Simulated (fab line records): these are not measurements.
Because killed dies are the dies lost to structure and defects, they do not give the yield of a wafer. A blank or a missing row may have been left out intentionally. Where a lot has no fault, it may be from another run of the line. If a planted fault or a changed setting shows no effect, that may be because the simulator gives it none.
Chamber matching :: flow nand-harc :: NHARC_A_CONTACT_ETCH_75 on rie-diel-09 has 4 sister chambers
The step etches the open film in CF4, target depth 39 nm, time 65 s. 4 wafers are shown with their chamber, then 7 later ones without.

== WAFERS PAIRED WITH THEIR CHAMBERS ==
wafer: L379.4
chamber: 2
showerhead-plenum-p-Torr (Torr): 1.65

wafer: L382.3
chamber: 0
showerhead-plenum-p-Torr (Torr): 1.65

wafer: L384.5
chamber: 3
showerhead-plenum-p-Torr (Torr): 1.87

wafer: L390.5
chamber: 1
showerhead-plenum-p-Torr (Torr): 1.79

== WAFERS WITHOUT THEIR CHAMBER ==
wafer: L391.5
showerhead-plenum-p-Torr (Torr): 1.65

wafer: L397.1
showerhead-plenum-p-Torr (Torr): 1.86

wafer: L397.3
showerhead-plenum-p-Torr (Torr): 1.64

wafer: L397.6
showerhead-plenum-p-Torr (Torr): 1.64

wafer: L398.1
showerhead-plenum-p-Torr (Torr): 1.78

wafer: L398.4
showerhead-plenum-p-Torr (Torr): 1.64

wafer: L398.5
showerhead-plenum-p-Torr (Torr): 1.64

== THE CHAMBER EACH PASSED THROUGH ==
wafer: L391.5
from the rows above: can't be placed: 0 or 2
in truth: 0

wafer: L397.1
from the rows above: 3
in truth: 3

wafer: L397.3
from the rows above: can't be placed: 0 or 2
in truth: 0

wafer: L397.6
from the rows above: can't be placed: 0 or 2
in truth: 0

wafer: L398.1
from the rows above: 1
in truth: 1

wafer: L398.4
from the rows above: can't be placed: 0 or 2
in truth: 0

wafer: L398.5
from the rows above: can't be placed: 0 or 2
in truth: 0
Correctly placed: 2 of 7. Not placeable from these rows: 5 (in 5, the candidates include the true chamber). Wrongly placed: 0.
How it was worked out, from the rows above alone: a wafer's distance from a chamber is the root of the sum, over the readings, of the square of ((its reading less the chamber's mean) divided by the reading's scatter). If the next closest chamber is less than 2 further off than the closest, the wafer can't be placed; otherwise it belongs to the closest. Each chamber's mean is taken over the wafers shown for it. The scatter (one wafer shown for each chamber): square how far every hidden wafer sits from the nearest shown wafer, average those squares and take the square root.
